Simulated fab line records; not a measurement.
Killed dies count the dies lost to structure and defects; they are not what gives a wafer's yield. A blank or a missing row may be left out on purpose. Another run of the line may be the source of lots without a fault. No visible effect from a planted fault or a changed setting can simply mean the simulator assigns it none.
Matching of chambers + flow n5Finfet + N5_HKMG_FIN_CMP_23 on cmp-02: 4 sister chambers
The step polishes, stops on SiNx, t overpolish 10 s, target thk 46.326 nm. 18 wafers are shown with their chamber, then 9 later ones without.

EACH WAFER AND ITS CHAMBER
| wafer  | chamber | motorCurrentA (A) | timeToEndpointS (s) | overpolishRunS (s) |
|--------|---------|-------------------|---------------------|--------------------|
| L077.2 | 1       | 9.8               | 10.6                | 9.996              |
| L077.3 | 2       | 11.9              | 9.1                 | 10.007             |
| L077.6 | 0       | 12.3              | 11.5                | 9.992              |
| L082.1 | 2       | 11.1              | 9.9                 | 9.990              |
| L082.2 | 0       | 11.4              | 9.2                 | 9.993              |
| L082.4 | 1       | 10.5              | 12.3                | 9.999              |
| L083.1 | 3       | 12.0              | 13.3                | 9.999              |
| L083.3 | 1       | 10.6              | 12.2                | 10.001             |
| L083.5 | 0       | 12.4              | 12.2                | 10.005             |
| L086.1 | 3       | 12.5              | 14.8                | 9.994              |
| L086.3 | 1       | 10.2              | 11.5                | 9.997              |
| L086.4 | 0       | 11.9              | 12.3                | 10.004             |
| L088.1 | 0       | 11.7              | 11.3                | 9.994              |
| L088.3 | 2       | 10.8              | 11.4                | 9.993              |
| L088.4 | 1       | 10.7              | 12.2                | 9.992              |
| L090.1 | 1       | 10.3              | 13.3                | 10.003             |
| L090.3 | 0       | 12.1              | 12.5                | 10.008             |
| L090.5 | 1       | 10.7              | 15.0                | 10.022             |

SIGNATURES (averages over the wafers above)
| reading         | chamber 0 | chamber 1 | chamber 2 | chamber 3 | scatter within a chamber |
|-----------------|-----------|-----------|-----------|-----------|--------------------------|
| motorCurrentA   | 11.967    | 10.400    | 11.267    | 12.250    | 0.39                     |
| timeToEndpointS | 11.500    | 12.443    | 10.133    | 14.050    | 1.28                     |
| overpolishRunS  | 9.99933   | 10.00143  | 9.99667   | 9.99650   | 0.00844                  |
Rule: a wafer's distance from a chamber is the root of the sum, over the readings, of the square of ((its reading less the chamber's mean) divided by the reading's scatter). If the next closest chamber is less than 2 further off than the closest, the wafer can't be placed; otherwise it belongs to the closest. The scatter is the square root of a quotient: the sum, over the shown wafers, of each reading's squared deviation from its chamber's mean, divided by wafers minus chambers.

WAFERS WITHOUT THEIR CHAMBER
| wafer  | motorCurrentA (A) | timeToEndpointS (s) | overpolishRunS (s) |
|--------|-------------------|---------------------|--------------------|
| L092.1 | 11.1              | 10.8                | 9.994              |
| L092.2 | 12.2              | 14.3                | 9.990              |
| L092.3 | 12.1              | 13.2                | 9.987              |
| L094.3 | 10.4              | 13.8                | 9.995              |
| L094.5 | 11.6              | 13.9                | 9.992              |
| L094.6 | 12.2              | 10.9                | 10.012             |
| L096.1 | 10.5              | 10.0                | 9.998              |
| L096.4 | 12.1              | 8.7                 | 10.005             |
| L096.5 | 10.1              | 10.8                | 10.000             |

EACH ONE'S CHAMBER
| wafer  | from the rows above               | in truth |
|--------|-----------------------------------|----------|
| L092.1 | can't be placed: 2 or 1 or 0      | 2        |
| L092.2 | can't be placed: 3 or 0           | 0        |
| L092.3 | can't be placed: 3 or 0           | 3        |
| L094.3 | 1                                 | 1        |
| L094.5 | can't be placed: 3 or 0 or 2 or 1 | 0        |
| L094.6 | can't be placed: 0 or 2 or 3      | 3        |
| L096.1 | can't be placed: 1 or 2 or 0      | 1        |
| L096.4 | can't be placed: 0 or 2 or 3      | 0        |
| L096.5 | can't be placed: 1 or 2           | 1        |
Correct placement for 1 of the 9. These rows do not allow placing 8 (true chamber among the candidates in 8). Placed wrongly: 0.
